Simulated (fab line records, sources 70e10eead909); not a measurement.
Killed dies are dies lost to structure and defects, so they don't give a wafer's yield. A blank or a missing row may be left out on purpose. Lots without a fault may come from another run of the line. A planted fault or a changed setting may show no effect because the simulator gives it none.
Chamber matching | flow nand_harc | NHARC_P_M2_PRE_CLEAN_32 on pecvd-01: 3 sister chambers
The step time 12 s. 6 wafers are shown with their chamber, then 8 later ones without.

WAFERS WITH THEIR CHAMBER
wafer  | chamber | heater_power_w (W)
L079.3 | 2       | 528
L080.3 | 2       | 540
L086.2 | 1       | 610
L086.5 | 1       | 618
L086.6 | 0       | 738
L087.1 | 0       | 717

WAFERS WITHOUT THEIR CHAMBER
wafer  | heater_power_w (W)
L087.2 | 626
L087.4 | 654
L087.3 | 523
L087.5 | 521
L087.6 | 715
L095.2 | 575
L095.4 | 582
L095.5 | 682

WHICH CHAMBER EACH WENT THROUGH
wafer  | from the rows above     | in truth
L087.2 | 1                       | 1
L087.4 | 1                       | 1
L087.3 | 2                       | 2
L087.5 | 2                       | 2
L087.6 | 0                       | 0
L095.2 | can't be placed: 1 or 2 | 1
L095.4 | can't be placed: 1 or 2 | 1
L095.5 | 0                       | 0
Placed correctly: 6 of 8. Can't be placed from these rows: 2 (the true chamber is among the candidates in 2). Placed wrongly: 0.
How it was worked out, from the rows above alone: a wafer's distance from a chamber is the root of the sum, over the readings, of the square of ((its reading less the chamber's mean) divided by the reading's scatter). The wafer belongs to the nearest chamber; if the next one is less than 2 further off, it can't be placed. A chamber's mean is the mean of its shown wafers. The scatter: the root of (the sum of the squares of (reading less its chamber's mean) over the shown wafers, divided by (wafers less chambers)).
